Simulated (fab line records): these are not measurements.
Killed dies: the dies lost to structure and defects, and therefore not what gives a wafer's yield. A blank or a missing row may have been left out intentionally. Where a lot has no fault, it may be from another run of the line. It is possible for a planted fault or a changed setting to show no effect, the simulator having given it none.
fab line records	flow n5Finfet
[record] lots = 5	wafers = 14	lastDay = 16
route steps=1938 shown BEOL_M7@1279
lots untouched by any fault: they come from a run of this same line in which no faults occurred
startH: start of the lot's first displayed wafer, in hours after the record's first day	waitH: hours from the lot's prior step to this one	" repeats the value in the row above	L1.1+2: several wafers, shown together as one row	- value missing, or start not given	* or withheld: withheld	< > ~ a bound
route shown NAME@n: names a module that has steps shown in the file, with the first one's number in the route	usual: the fault-free wafers' mean and standard deviation	same: alike in all rows	chamber/n: place in a boat	sites: readings site by site	_std_site: standard deviation of those values	_edge_site: outer sites' mean less inner sites'	radiusMm: for every site, how far away it sits from the centre of the wafer	mask NAME#n: copy n	behind: tool/chamber where the wafer was last shaped	hold: why the lot went on hold/how many hours it stayed there/how the hold came to an end	device: which transistor (n, p or np) failed to switch	end of line: tests run on the same wafers once the route is complete	step lacking rows: just its recipe	killed: dies that structure and defects cost at the first sort, which is not the same as the wafer's yield	map: a wafer's dies, x killed, . not, _ none there
set.NAME: the setting as run; set.NAME@STEP: as run at that earlier step	model.NAME: the simulator's own value behind a step, which no gauge read
a table for each step, a row for each wafer; lots at some steps of the route
services: a tool's chamber out of use, with start hour (startH, from the record's first day; less than 0 if before it), hours out, and reason
[[steps]]
[step N5_BEOL_M7_DESCUM_16]
[recipe] chemistry = O2	timeS = 7.9	sourcePowerW = 50	biasPowerW = 20	pressureMtorr = 20	rfFrequencyHz = 2.712e+07	tempC = 40	resist = CAR-ArF	o2FlowSccm = 225
[step N5_BEOL_M7_ETCH_61]
[recipe] chemistry = CF4	target = SiARC	targetDepthA = 455	maskMaterial = CAR-ArF	timeS = 75.8	ionEnergyEv = 80	pressureMtorr = 40	sourceW = 545	biasW = 36	Ar_flow_sccm = 100	cf4FlowSccm = 100	ends = cleared
[step N5_BEOL_M7_ETCH_62]
[recipe] chemistry = N2/H2	target = SOC	targetDepthA = 1100	overetchA = 220	maskMaterial = SiARC	tempC = 40	timeS = 165	ionEnergyEv = 200	pressureMtorr = 30	sourceW = 840	biasW = 150	n2FlowSccm = 200	h2FlowSccm = 200
[step N5_BEOL_M7_STRIP_68]
[recipe] chemistry = N2/H2	tempC = 40	n2FlowSccm = 200	h2FlowSccm = 200	rfFrequencyHz = 6e+07
[step N5_BEOL_M7_STRIP_67]
[recipe] chemistry = CF4	resist = SiARC	powerW = 300	biasPowerW = 75	pressureMtorr = 50	cf4FlowSccm = 150	rfFrequencyHz = 6e+07
[step N5_BEOL_M7_HM_OPEN_17]
[recipe] chemistry = Cl2/BCl3	targetDepthA = 200	overetchA = 60	target = TiN	maskMaterial = SOC	ionEnergyEv = 150	pressureMtorr = 10	icpW = 1000	biasW = 126	Cl2_flow_sccm = 53.25	bcl3FlowSccm = 21.75	Ar_flow_sccm = 25
[step N5_BEOL_M7_STRIP_19]
[recipe] chemistry = O2	powerW = 400	tempC = 40	pressureMtorr = 30	rfFrequencyHz = 6e+07	biasPowerW = 0	overashFraction = 0.2	o2FlowSccm = 225
[step N5_BEOL_M7_COAT_63]
[recipe] resist = SOC	tempC = 250	timeS = 60	spinRpm = 1500	resistThkNm = 60
[step N5_BEOL_M7_COAT_64]
[recipe] resist = SiARC	tempC = 220	timeS = 60	spinRpm = 1500	resistThkNm = 12
[step N5_BEOL_M7_COAT_71]
[recipe] resist = underlayer	tempC = 205	timeS = 60	spinRpm = 1500	resistThkNm = 5
[usual] spinSpeedRpm = 1500.1/1.1
lot.wafer	tool	chamber	startH	waitH	spinSpeedRpm
L774.4	lithoTrack-03	0	262.80	-	1500.0
L774.5	"	0	"	"	1497.6
L774.6	"	0	"	"	1500.1
L775.1	lithoTrack-03	0	273.41	-	1411.9
L775.2	"	0	"	"	1411.2
L775.5	"	0	"	"	1411.4
L776.1	lithoTrack-03	0	282.01	-	1411.2
L776.5	"	0	"	"	1413.0
L776.6	"	0	"	"	1411.6
L778.1	lithoTrack-03	0	282.53	-	1411.4
L778.3	"	0	"	"	1411.7
L778.6	"	0	"	"	1411.4
L783.4	lithoTrack-04	0	319.70	-	1499.7
L783.6	"	0	"	"	1499.6
[step N5_BEOL_M7_COAT_22]
[recipe] resist = CAR-EUV	spinRpm = 1500	resistThkNm = 30
[step N5_BEOL_M7_EBR_24]
[recipe] solvent = PGMEA	ebrWidthMm = 1.5
[step N5_BEOL_M7_SOFTBAKE_23]
[recipe] tempC = 110	timeS = 60	resist = CAR-EUV
[step N5_BEOL_M7_EXPOSE_25]
[recipe] maskId = V6	na = 0.33	sourceShape = annular	sigmaInner = 0.4	sigmaOuter = 0.8	polarization = unpolarized	targetCdNm = 40	doseMj = 42.5
[step N5_BEOL_M7_PEB_26]
[recipe] pebTempC = 100	pebTimeS = 60	resist = CAR-EUV
[step N5_BEOL_M7_DEVELOP_27]
[recipe] developTimeS = 30	developer = TMAH	resist = CAR-EUV	rinseLiquid = surfactantRinse	dry = airSpin	devTempC = 23
[step N5_BEOL_M7_DESCUM_33]
[recipe] chemistry = O2	timeS = 7	sourcePowerW = 50	biasPowerW = 20	pressureMtorr = 20	rfFrequencyHz = 2.712e+07	tempC = 40	resist = CAR-EUV	o2FlowSccm = 225
[step N5_BEOL_M7_ETCH_72]
[recipe] chemistry = N2/H2	target = underlayer	targetDepthA = 65	maskMaterial = CAR-EUV	timeS = 5.2	ionEnergyEv = 200	pressureMtorr = 30	sourceW = 840	biasW = 150	n2FlowSccm = 200	h2FlowSccm = 200	ends = cleared
[usual] drypumpMotorCurrentA = 5.8/0.35	etchRfOnTimeS = 5.16/0.14	oesProductAu = 0.69/0.074	rfVppV = 523/3.3	showerheadPlenumPTorr = 2.50/0.11	throttleValvePct = 17.7/0.31
lot.wafer	tool	chamber	startH	waitH	drypumpMotorCurrentA	etchRfOnTimeS	oesProductAu	rfHoursCounterH	rfVppV	showerheadPlenumPTorr	throttleValvePct	model.etch.depthNm
L774.4	rieDiel-03	3	263.37	0.0	5.5	5.19	0.81	5	528	2.71	17.4	5
L774.5	"	3	"	"	5.5	5.16	0.81	-	530	2.71	17.3	4.991
L774.6	"	2	"	"	6.6	5.11	0.79	-	521	2.47	17.2	4.996
L775.1	rieDiel-03	1	274.52	0.0	5.6	5.26	0.61	218	520	2.40	18.1	5.161
L775.2	"	0	"	"	5.8	5.16	0.73	66	524	2.57	18.1	5.166
L775.5	"	0	"	"	5.8	5.14	0.72	-	524	2.57	18.1	5.155
L776.1	rieDiel-03	2	282.59	0.0	6.6	5.32	0.77	25	522	2.47	17.2	5.156
L776.5	"	3	"	"	5.5	5.33	0.79	-	528	2.71	17.3	5.159
L776.6	"	2	"	"	6.6	5.24	0.79	-	522	2.47	17.2	5.146
L778.1	rieDiel-03	0	283.07	0.0	5.9	5.11	0.73	69	526	2.57	18.1	5.144
L778.3	"	3	"	"	5.5	5.32	0.78	11	528	2.71	17.3	5.144
L778.6	"	0	"	"	5.9	5.12	0.72	-	524	2.57	18.1	5.147
L783.4	rieDiel-04	1	320.39	0.0	6.2	5.62	0.59	211	525	2.59	17.6	4.995
L783.6	"	1	"	"	6.2	5.66	0.59	-	525	2.59	17.6	5.013
[step N5_BEOL_M7_ETCH_65]
[recipe] chemistry = CF4	target = SiARC	targetDepthA = 156	maskMaterial = CAR-EUV	timeS = 26	ionEnergyEv = 80	pressureMtorr = 40	sourceW = 545	biasW = 36	Ar_flow_sccm = 100	cf4FlowSccm = 100	ends = cleared
[[services]]
tool	chamber	startH	hours	kind
rieDiel-04	0	250.43	17.9	repair
rieDiel-03	-	267.61	2.8	pm
rieDiel-03	3	285.89	4.9	repair
[[key]]
[firstSign] step = N5_BEOL_M7_COAT_71	reading = spinSpeedRpm	direction = down	sigmas = 82	usual = *	struck = *
effect none on later readings
[modelEffect] step = N5_BEOL_M7_ETCH_72	value = etch.depthNm	without = 4.998	struck = 5.153
metAt N5_BEOL_M7_COAT_71
struckWafers L775.1,L775.2,L775.5,L776.1,L776.5,L776.6,L778.1,L778.3,L778.6
[baselineLoss] step = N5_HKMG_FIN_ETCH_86	wafers = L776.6
[baselineLoss] step = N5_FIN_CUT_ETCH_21	wafers = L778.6
onsetBetween 262.80 273.41
[fault] kind = processParameterDrift	tool = lithoTrack-03	chamber = -	onsetH = 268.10	steps = N5_BEOL_M7_COAT_71	channel = spinRpm	offset = *	shape = step	endH = 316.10	actsIn = *	stated = *
// baselineLoss: these wafers lose ten dies or more at that step, a loss of the line's own and not of a fault; the sort's usual values leave them out
